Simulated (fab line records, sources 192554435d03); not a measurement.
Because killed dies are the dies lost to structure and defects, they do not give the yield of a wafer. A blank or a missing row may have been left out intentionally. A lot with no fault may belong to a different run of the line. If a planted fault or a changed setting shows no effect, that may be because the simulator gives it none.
Which tool did it?	flow n5-finfet	24 lots with 72 wafers sampled at 6 steps, on a route of 1938 steps

## WHAT THE GAUGES SHOWED, per wafer
The record lacks any reading of a measuring or inspecting step that a usual standard deviation could be used to judge.

## TOOL THAT RAN EACH LOT (tool first, then ch and the chambers of the sampled wafers, then the start)
lot	N5_BEOL_M4_ETCH_63	N5_BEOL_M4_ETCH_64	N5_BEOL_M4_TRENCH_ETCH_37	N5_BEOL_M4_SPUTTER_81	N5_BEOL_M4_ANNEAL_87	N5_BEOL_M4_SPUTTER_90
L074	rie-diel-01 ch 0,1,2, day 7 17:13	rie-diel-01 ch 0,1,2, day 7 17:14	rie-diel-06 ch 0,1,3, day 7 21:25 or earlier	pvd-sputter-02, day 7 21:25	pvd-sputter-02, day 7 21:43	pvd-sputter-02, day 7 22:04
L076	rie-diel-01 ch 0,2,3, day 7 23:29	rie-diel-01 ch 0,2,3, day 7 23:31	rie-diel-01 ch 0,1,2, day 8 05:54 or earlier	pvd-sputter-02, day 8 05:54	pvd-sputter-02, day 8 08:35	pvd-sputter-02, day 8 08:57
L075	rie-diel-04 ch 0,2,3, day 8 00:04	rie-diel-04 ch 0,2,3, day 8 00:05	rie-diel-06 ch 0,1,3, day 8 06:02 or earlier	pvd-sputter-03, day 8 06:02	pvd-sputter-03, day 8 06:20	pvd-sputter-03, day 8 06:42
L077	rie-diel-06 ch 0,1,2, day 8 04:55	rie-diel-06 ch 0,1,2, day 8 04:56	rie-diel-01 ch 1,2, day 8 16:01 or earlier	pvd-sputter-03, day 8 16:01	pvd-sputter-03, day 8 16:19	pvd-sputter-03, day 8 16:41
L078	rie-diel-04 ch 0,2,3, day 8 06:09	rie-diel-04 ch 0,2,3, day 8 06:11	rie-diel-06 ch 0,1,2, day 8 16:25 or earlier	pvd-sputter-02, day 8 16:25	pvd-sputter-02, day 8 16:43	pvd-sputter-02, day 8 17:05
L079	rie-diel-01 ch 0,1,3, day 8 16:39	rie-diel-01 ch 0,1,3, day 8 16:41	rie-diel-01 ch 0,2,3, day 8 20:10 or earlier	pvd-sputter-01, day 8 20:10	pvd-sputter-01, day 8 20:28	pvd-sputter-01, day 8 20:50
L080	rie-diel-06 ch 0,2,3, day 9 03:31	rie-diel-06 ch 0,2,3, day 9 03:32	rie-diel-04 ch 0,1,3, day 9 13:11 or earlier	pvd-sputter-03, day 9 13:11	pvd-sputter-03, day 9 13:29	pvd-sputter-03, day 9 13:51
L081	rie-diel-04 ch 0,1,2, day 9 08:17	rie-diel-04 ch 0,1,2, day 9 08:19	rie-diel-06 ch 0,2,3, day 9 13:46 or earlier	pvd-sputter-01, day 9 13:46	pvd-sputter-01, day 9 14:04	pvd-sputter-01, day 9 14:26
L082	rie-diel-06 ch 0,1,3, day 9 15:52	rie-diel-06 ch 0,1,3, day 9 15:54	rie-diel-01 ch 0,1,3, day 9 20:12 or earlier	pvd-sputter-02, day 9 20:12	pvd-sputter-02, day 9 20:30	pvd-sputter-02, day 9 20:52
L083	rie-diel-01 ch 0,1,2, day 9 22:10	rie-diel-01 ch 0,1,2, day 9 22:12	rie-diel-04 ch 2,3, day 10 05:47 or earlier	pvd-sputter-01, day 10 05:47	pvd-sputter-01, day 10 06:05	pvd-sputter-01, day 10 06:26
L084	rie-diel-01 ch 0,1, day 10 02:47	rie-diel-01 ch 0,1, day 10 02:49	rie-diel-04 ch 1,2, day 10 11:59 or earlier	pvd-sputter-03, day 10 11:59	pvd-sputter-03, day 10 12:17	pvd-sputter-03, day 10 12:39
L086	rie-diel-04 ch 0,1,2, day 10 11:44	rie-diel-04 ch 0,1,2, day 10 11:46	rie-diel-01 ch 1,2, day 10 18:14 or earlier	pvd-sputter-03, day 10 18:14	pvd-sputter-03, day 10 18:32	pvd-sputter-03, day 10 18:54
L085	rie-diel-06 ch 0,1,2, day 10 11:55	rie-diel-06 ch 0,1,2, day 10 11:56	rie-diel-06 ch 1,2,3, day 10 18:34 or earlier	pvd-sputter-01, day 10 18:34	pvd-sputter-01, day 10 18:52	pvd-sputter-01, day 10 19:13
L087	rie-diel-06 ch 0,1,3, day 10 16:51	rie-diel-06 ch 0,1,3, day 10 16:53	rie-diel-04 ch 2,3, day 11 01:47 or earlier	pvd-sputter-02, day 11 01:47	pvd-sputter-02, day 11 02:05	pvd-sputter-02, day 11 02:26
L088	rie-diel-04 ch 0,2,3, day 10 18:13	rie-diel-04 ch 0,2,3, day 10 18:15	rie-diel-06 ch 0,1,2, day 11 02:04 or earlier	pvd-sputter-01, day 11 02:04	pvd-sputter-01, day 11 02:22	pvd-sputter-01, day 11 02:44
L089	rie-diel-01 ch 0,2,3, day 11 01:43	rie-diel-01 ch 0,2,3, day 11 01:44	rie-diel-01 ch 0,2,3, day 11 10:40 or earlier	pvd-sputter-01, day 11 10:40	pvd-sputter-01, day 11 10:58	pvd-sputter-01, day 11 11:20
L091	rie-diel-01 ch 0,2,3, day 11 15:41	rie-diel-01 ch 0,2,3, day 11 15:43	rie-diel-06 ch 0,2, day 12 02:14 or earlier	pvd-sputter-03, day 12 02:14	pvd-sputter-03, day 12 02:32	pvd-sputter-03, day 12 02:54
L090	rie-diel-06 ch 0,2, day 12 02:49	rie-diel-06 ch 0,2, day 12 02:51	rie-diel-04 ch 2,3, day 12 07:20 or earlier	pvd-sputter-01, day 12 07:20	pvd-sputter-01, day 12 07:38	pvd-sputter-01, day 12 08:00
L092	rie-diel-04 ch 1,2,3, day 12 07:37	rie-diel-04 ch 1,2,3, day 12 07:39	rie-diel-06 ch 0,3, day 12 11:30 or earlier	pvd-sputter-01, day 12 11:30	pvd-sputter-01, day 12 11:48	pvd-sputter-01, day 12 12:10
L093	rie-diel-04 ch 1,2, day 12 09:46	rie-diel-04 ch 1,2, day 12 09:47	rie-diel-01 ch 0,1,3, day 12 13:58 or earlier	pvd-sputter-01, day 12 13:58	pvd-sputter-01, day 12 14:16	pvd-sputter-01, day 12 14:37
L094	rie-diel-01 ch 0,2, day 12 12:43	rie-diel-01 ch 0,2, day 12 12:44	rie-diel-01 ch 1,2, day 12 17:31 or earlier	pvd-sputter-02, day 12 17:31	pvd-sputter-02, day 12 17:49	pvd-sputter-02, day 12 18:11
L095	rie-diel-01 ch 0,1, day 12 23:30	rie-diel-01 ch 0,1, day 12 23:32	rie-diel-04 ch 0,1, day 13 13:05 or earlier	pvd-sputter-01, day 13 13:05	pvd-sputter-01, day 13 13:23	pvd-sputter-01, day 13 13:45
L096	rie-diel-06 ch 0,2,3, day 13 00:31	rie-diel-06 ch 0,2,3, day 13 00:32	rie-diel-01 ch 0,2,3, day 13 06:49 or earlier	pvd-sputter-02, day 13 06:49	pvd-sputter-02, day 13 07:07	pvd-sputter-02, day 13 07:28
L097	rie-diel-01 ch 1,3, day 13 09:04	rie-diel-01 ch 1,3, day 13 09:05	rie-diel-06 ch 0,2,3, day 13 17:49 or earlier	pvd-sputter-01, day 13 17:49	pvd-sputter-01, day 13 18:07	pvd-sputter-01, day 13 18:28
- N5_BEOL_M4_ETCH_63: etches SiARC in CF4, target depth 15.6 nm, time 26 s.
- N5_BEOL_M4_ETCH_64: etches SOC in N2/H2, target depth 75 nm, overetch 22.5 nm, time 121.9 s.
- N5_BEOL_M4_TRENCH_ETCH_37: etches SiOC in C4F6/O2, target depth 55.555 nm, time 29.2 s.
- N5_BEOL_M4_SPUTTER_81: material Cu, target thk 4.5 nm, time 8.29 s.
- N5_BEOL_M4_ANNEAL_87: time 240 s.
- N5_BEOL_M4_SPUTTER_90: material Cu, target thk 4.5 nm, time 8.29 s.

## WHAT THE TOOLS THEMSELVES READ (means of the sampled wafers that have a number; where no wafer has one, the mark that the record gives instead)
N5_BEOL_M4_ETCH_63.
lot	tool	drypump-motor-current-A (A)	etch-rf-on-time-s (s)	oes-product-au (a.u.)	rf-vpp-V (V)	showerhead-plenum-p-Torr (Torr)	throttle-valve-pct (%)
L074	rie-diel-01	5.3	25.6	0.75	184.2	2.14	15.48
L076	rie-diel-01	5.6	25.7	0.74	184.1	2.17	15.55
L075	rie-diel-04	5.9	25.8	0.69	184.1	2.15	15.65
L077	rie-diel-06	5.4	25.9	0.69	184.1	2.15	15.62
L078	rie-diel-04	5.9	25.9	0.69	183.9	2.15	15.66
L079	rie-diel-01	5.3	25.6	0.79	183.8	2.16	15.47
L080	rie-diel-06	5.9	26.3	0.69	184.7	2.18	15.62
L081	rie-diel-04	5.9	26.4	0.66	184.2	2.17	15.73
L082	rie-diel-06	5.9	26.4	0.61	185.6	2.18	15.73
L083	rie-diel-01	5.3	26.0	0.71	184.7	2.14	15.52
L084	rie-diel-01	5.2	25.5	0.78	184.3	2.16	15.57
L086	rie-diel-04	5.9	25.8	0.73	185.5	2.16	15.57
L085	rie-diel-06	5.4	26.1	0.66	183.2	2.14	15.66
L087	rie-diel-06	5.9	26.1	0.61	184.9	2.18	15.75
L088	rie-diel-04	5.9	25.7	0.73	184.4	2.14	15.53
L089	rie-diel-01	5.6	25.7	0.70	184.4	2.16	15.60
L091	rie-diel-01	5.5	25.5	0.70	184.1	2.16	15.60
L090	rie-diel-06	5.5	25.9	0.67	184.9	2.18	15.70
L092	rie-diel-04	5.9	25.7	0.65	183.3	2.13	15.57
L093	rie-diel-04	5.9	26.1	0.63	184.1	2.16	15.63
L094	rie-diel-01	5.4	25.8	0.65	184.1	2.14	15.66
L095	rie-diel-01	5.2	25.3	0.74	184.2	2.15	15.62
L096	rie-diel-06	5.9	26.0	0.66	183.1	2.17	15.69
L097	rie-diel-01	5.5	26.0	0.71	183.9	2.14	15.46

N5_BEOL_M4_ETCH_64.
lot	tool	drypump-motor-current-A (A)	n2-flow-sccm (sccm)	oes-product-au (a.u.)	rf-vpp-V (V)	showerhead-plenum-p-Torr (Torr)	throttle-valve-pct (%)
L074	rie-diel-01	5.2	200.2	0.66	524.4	2.55	17.72
L076	rie-diel-01	5.5	200.0	0.66	524.8	2.58	17.77
L075	rie-diel-04	5.9	199.7	0.61	523.8	2.55	17.89
L077	rie-diel-06	5.4	199.8	0.61	524.2	2.55	17.80
L078	rie-diel-04	5.9	200.4	0.61	524.5	2.55	17.89
L079	rie-diel-01	5.3	200.1	0.69	524.6	2.57	17.72
L080	rie-diel-06	5.9	200.1	0.61	525.3	2.60	17.78
L081	rie-diel-04	5.9	199.7	0.58	524.9	2.58	18.01
L082	rie-diel-06	5.9	200.7	0.55	525.5	2.60	17.89
L083	rie-diel-01	5.3	200.0	0.63	523.5	2.54	17.76
L084	rie-diel-01	5.2	199.3	0.68	524.3	2.57	17.85
L086	rie-diel-04	5.9	199.7	0.65	524.1	2.58	17.87
L085	rie-diel-06	5.4	200.3	0.59	523.6	2.55	17.83
L087	rie-diel-06	5.9	199.8	0.55	526.0	2.59	17.90
L088	rie-diel-04	5.9	200.6	0.65	524.4	2.54	17.80
L089	rie-diel-01	5.6	199.7	0.62	525.0	2.57	17.83
L091	rie-diel-01	5.5	199.7	0.62	524.8	2.57	17.83
L090	rie-diel-06	5.5	200.3	0.59	525.6	2.59	17.86
L092	rie-diel-04	5.9	200.2	0.57	523.7	2.54	17.84
L093	rie-diel-04	5.9	200.5	0.56	524.9	2.57	17.95
L094	rie-diel-01	5.4	200.3	0.57	524.1	2.55	17.86
L095	rie-diel-01	5.2	198.7	0.65	523.4	2.56	17.89
L096	rie-diel-06	5.9	200.2	0.58	525.7	2.58	17.84
L097	rie-diel-01	5.5	199.9	0.64	523.8	2.54	17.69

N5_BEOL_M4_TRENCH_ETCH_37.
lot	tool	drypump-motor-current-A (A)	oes-product-au (a.u.)	rf-vpp-V (V)	showerhead-plenum-p-Torr (Torr)	throttle-valve-pct (%)
L074	rie-diel-06	5.9	0.73	659	2.91	20.91
L076	rie-diel-01	5.2	0.87	661	2.85	20.79
L075	rie-diel-06	5.9	0.73	660	2.90	20.92
L077	rie-diel-01	5.0	0.85	658	2.81	20.63
L078	rie-diel-06	5.4	0.80	659	2.86	20.87
L079	rie-diel-01	5.5	0.85	661	2.88	20.85
L080	rie-diel-04	5.6	0.70	663	2.78	20.90
L081	rie-diel-06	5.9	0.80	662	2.90	20.89
L082	rie-diel-01	5.3	0.90	658	2.86	20.78
L083	rie-diel-04	5.9	0.79	664	2.82	20.70
L084	rie-diel-04	5.9	0.76	664	2.88	20.82
L086	rie-diel-01	5.3	0.76	661	2.82	20.73
L085	rie-diel-06	5.8	0.77	657	2.84	20.88
L087	rie-diel-04	6.2	0.84	665	2.91	20.78
L088	rie-diel-06	5.4	0.78	658	2.85	20.91
L089	rie-diel-01	5.6	0.82	661	2.87	20.87
L091	rie-diel-06	5.5	0.78	663	2.89	20.93
L090	rie-diel-04	6.2	0.82	666	2.91	20.82
L092	rie-diel-06	6.4	0.72	664	2.93	20.96
L093	rie-diel-01	5.3	0.87	657	2.85	20.82
L094	rie-diel-01	5.3	0.75	661	2.81	20.76
L095	rie-diel-04	5.6	0.95	661	2.79	20.66
L096	rie-diel-01	5.6	0.80	660	2.87	20.90
L097	rie-diel-06	5.9	0.75	662	2.88	20.94

N5_BEOL_M4_SPUTTER_81.
lot	tool	throttle-valve-pct (%)
L074	pvd-sputter-02	29.2
L076	pvd-sputter-02	30.3
L075	pvd-sputter-03	29.4
L077	pvd-sputter-03	29.6
L078	pvd-sputter-02	30.4
L079	pvd-sputter-01	30.4
L080	pvd-sputter-03	29.6
L081	pvd-sputter-01	30.4
L082	pvd-sputter-02	31.2
L083	pvd-sputter-01	30.8
L084	pvd-sputter-03	28.6
L086	pvd-sputter-03	28.9
L085	pvd-sputter-01	29.8
L087	pvd-sputter-02	28.9
L088	pvd-sputter-01	30.0
L089	pvd-sputter-01	30.5
L091	pvd-sputter-03	29.8
L090	pvd-sputter-01	29.8
L092	pvd-sputter-01	30.4
L093	pvd-sputter-01	30.5
L094	pvd-sputter-02	29.5
L095	pvd-sputter-01	30.1
L096	pvd-sputter-02	30.3
L097	pvd-sputter-01	30.0

N5_BEOL_M4_ANNEAL_87.
lot	tool	heater-power-w (W)
L074	pvd-sputter-02	862
L076	pvd-sputter-02	870
L075	pvd-sputter-03	800
L077	pvd-sputter-03	803
L078	pvd-sputter-02	913
L079	pvd-sputter-01	824
L080	pvd-sputter-03	931
L081	pvd-sputter-01	798
L082	pvd-sputter-02	886
L083	pvd-sputter-01	853
L084	pvd-sputter-03	786
L086	pvd-sputter-03	876
L085	pvd-sputter-01	836
L087	pvd-sputter-02	852
L088	pvd-sputter-01	855
L089	pvd-sputter-01	882
L091	pvd-sputter-03	876
L090	pvd-sputter-01	848
L092	pvd-sputter-01	827
L093	pvd-sputter-01	866
L094	pvd-sputter-02	903
L095	pvd-sputter-01	876
L096	pvd-sputter-02	869
L097	pvd-sputter-01	846

N5_BEOL_M4_SPUTTER_90.
lot	tool	throttle-valve-pct (%)
L074	pvd-sputter-02	29.6
L076	pvd-sputter-02	30.2
L075	pvd-sputter-03	29.2
L077	pvd-sputter-03	29.4
L078	pvd-sputter-02	30.2
L079	pvd-sputter-01	30.3
L080	pvd-sputter-03	29.8
L081	pvd-sputter-01	30.5
L082	pvd-sputter-02	31.1
L083	pvd-sputter-01	30.7
L084	pvd-sputter-03	28.5
L086	pvd-sputter-03	29.0
L085	pvd-sputter-01	29.8
L087	pvd-sputter-02	28.7
L088	pvd-sputter-01	30.1
L089	pvd-sputter-01	30.5
L091	pvd-sputter-03	29.8
L090	pvd-sputter-01	29.9
L092	pvd-sputter-01	30.3
L093	pvd-sputter-01	30.4
L094	pvd-sputter-02	29.5
L095	pvd-sputter-01	30.2
L096	pvd-sputter-02	30.5
L097	pvd-sputter-01	30.0

## THE ANSWER, worked out from the rows above alone
Rule: usual is defined by the lots themselves. Put in order of their means at a reading, lots are off if they are a third of the lots or fewer, leave a main group of 4 or more, and stand apart from it by a gap of 3 or more times the standard deviation of the main group's means; of several such gaps the widest counts. The tables above print the reading to a certain number of digits; a main group whose means all agree to those digits is not used. A lot without any number at a reading at which 4 lots or more have one is off too. All remaining lots with rows at the step are treated as sound. After the gauges, taken in route order, come the tools' own readings; for these a lot's mean is taken, as printed above. At the first step where some lot is off, the reading lying furthest off is the one used; lots without a number count as furthest.
No lot is off at any reading shown: from this, nothing can be told.

## WHAT THE SIMULATOR HAD PUT IN
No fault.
